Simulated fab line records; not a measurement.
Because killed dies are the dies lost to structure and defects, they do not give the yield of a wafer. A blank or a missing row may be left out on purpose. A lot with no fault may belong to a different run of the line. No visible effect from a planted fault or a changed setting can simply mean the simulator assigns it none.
Chamber matching -- flow n5-finfet -- N5_BEOL_M14_STRIP_37 on rie-diel-06: 4 sister chambers
The step strips in O2. 16 wafers are shown with their chamber, then 8 later ones without.

== WAFERS PAIRED WITH THEIR CHAMBERS ==
wafer,chamber,throttle-valve-pct (%),oes-product-au (a.u.),rf-vpp-V (V)
L075.1,1,16.60,0.72,3.0
L075.3,3,16.99,0.72,5.2
L075.5,3,16.99,0.71,3.2
L078.1,2,16.54,0.96,3.5
L078.5,3,16.99,0.71,1.9
L078.6,0,16.81,0.82,5.5
L080.2,3,17.03,0.69,3.6
L080.3,0,16.84,0.81,4.4
L080.6,2,16.53,0.92,6.1
L081.1,2,16.53,0.94,2.3
L081.3,3,17.03,0.69,3.9
L081.5,0,16.82,0.81,1.9
L083.2,1,16.65,0.72,4.0
L083.3,0,16.84,0.79,3.9
L083.6,3,17.04,0.70,3.8
L087.2,0,16.84,0.79,3.1

SIGNATURES (means of the wafers above)
reading,chamber 0,chamber 1,chamber 2,chamber 3,scatter within a chamber
throttle-valve-pct,16.8300,16.6250,16.5333,17.0117,0.0204
oes-product-au,0.8040,0.7200,0.9400,0.7033,0.0137
rf-vpp-V,3.760,3.500,3.967,3.600,1.33
Rule: for a wafer and a chamber, the distance is found by dividing, reading by reading, the gap between the wafer's reading and the chamber's mean by the reading's scatter, squaring, summing and taking the root. If the next closest chamber is less than 2 further off than the closest, the wafer can't be placed; otherwise it belongs to the closest. The scatter: take each reading less its chamber's mean, square it, sum over the shown wafers, divide by the number of wafers less the number of chambers, and take the root.

== WAFERS MISSING THEIR CHAMBER ==
wafer,throttle-valve-pct (%),oes-product-au (a.u.),rf-vpp-V (V)
L087.3,16.66,0.72,3.6
L087.5,17.08,0.68,5.0
L091.1,17.08,0.68,2.7
L091.3,16.87,0.77,6.6
L091.6,16.66,0.71,4.0
L097.1,16.60,0.87,3.1
L097.2,17.09,0.70,3.1
L097.6,17.10,0.69,2.6

== THE CHAMBER EACH PASSED THROUGH ==
wafer,from the rows above,in truth
L087.3,1,1
L087.5,3,3
L091.1,3,3
L091.3,0,0
L091.6,1,1
L097.1,2,2
L097.2,3,3
L097.6,3,3
Correct placement for 8 of the 8. From these rows, 0 cannot be placed. Placed wrongly: 0.
